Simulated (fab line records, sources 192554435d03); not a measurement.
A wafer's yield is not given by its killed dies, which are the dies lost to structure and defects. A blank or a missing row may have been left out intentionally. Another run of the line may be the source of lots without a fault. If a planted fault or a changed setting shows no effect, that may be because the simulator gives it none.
Chamber matching	flow n5 finfet	N5_HKMG_FIN_DESCUM_53 on rie diel-02: 4 sister chambers
The step chemistry O2, time 7.9 s. 16 wafers are shown with their chamber, then 8 later ones without.

## WAFERS PAIRED WITH THEIR CHAMBERS
wafer	chamber	drypump motor current A (A)	showerhead plenum p Torr (Torr)	throttle valve pct (%)
L074.4	1	4.9	2.13	20.17
L074.5	2	5.4	2.06	20.42
L074.6	3	4.7	2.09	20.33
L080.1	3	4.7	2.08	20.36
L080.5	0	6.2	1.98	20.59
L080.6	1	4.9	2.12	20.17
L082.1	3	4.7	2.08	20.37
L082.4	1	4.9	2.12	20.18
L082.5	3	4.7	2.08	20.36
L084.1	2	5.5	2.05	20.08
L084.2	3	4.7	2.08	20.36
L084.6	2	5.5	2.05	20.09
L085.3	2	5.5	2.05	20.09
L085.4	3	4.7	2.08	20.37
L085.5	1	4.9	2.12	20.18
L090.3	2	5.5	2.05	20.12

SIGNATURES (means of the wafers above)
reading	chamber 0	chamber 1	chamber 2	chamber 3	scatter within a chamber
drypump motor current A	6.200	4.900	5.480	4.700	0.0258
showerhead plenum p Torr	1.9800	2.1225	2.0520	2.0817	0.00446
throttle valve pct	20.5900	20.1750	20.1600	20.3583	0.0849
Rule: distance of a wafer from a chamber = root of the sum over the readings of ((wafer's reading minus chamber's mean) / reading's scatter) squared. The wafer belongs to the nearest chamber; if the next one is less than 2 further off, it can't be placed. The scatter: take each reading less its chamber's mean, square it, sum over the shown wafers, divide by the number of wafers less the number of chambers, and take the root.

## WAFERS WITHOUT THEIR CHAMBER
wafer	drypump motor current A (A)	showerhead plenum p Torr (Torr)	throttle valve pct (%)
L090.5	4.7	2.07	20.39
L090.6	6.2	2.24	20.18
L093.2	4.7	2.07	20.39
L093.3	6.2	2.24	20.20
L093.4	5.5	2.04	20.12
L094.4	4.9	2.11	20.22
L094.5	4.9	2.11	20.22
L094.6	6.2	2.24	20.20

## CHAMBER TAKEN BY EACH
wafer	from the rows above	in truth
L090.5	3	3
L090.6	2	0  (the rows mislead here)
L093.2	3	3
L093.3	2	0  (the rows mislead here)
L093.4	2	2
L094.4	1	1
L094.5	1	1
L094.6	2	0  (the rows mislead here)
5 of 8 placed correctly. From these rows, 0 cannot be placed. Wrongly placed: 3.
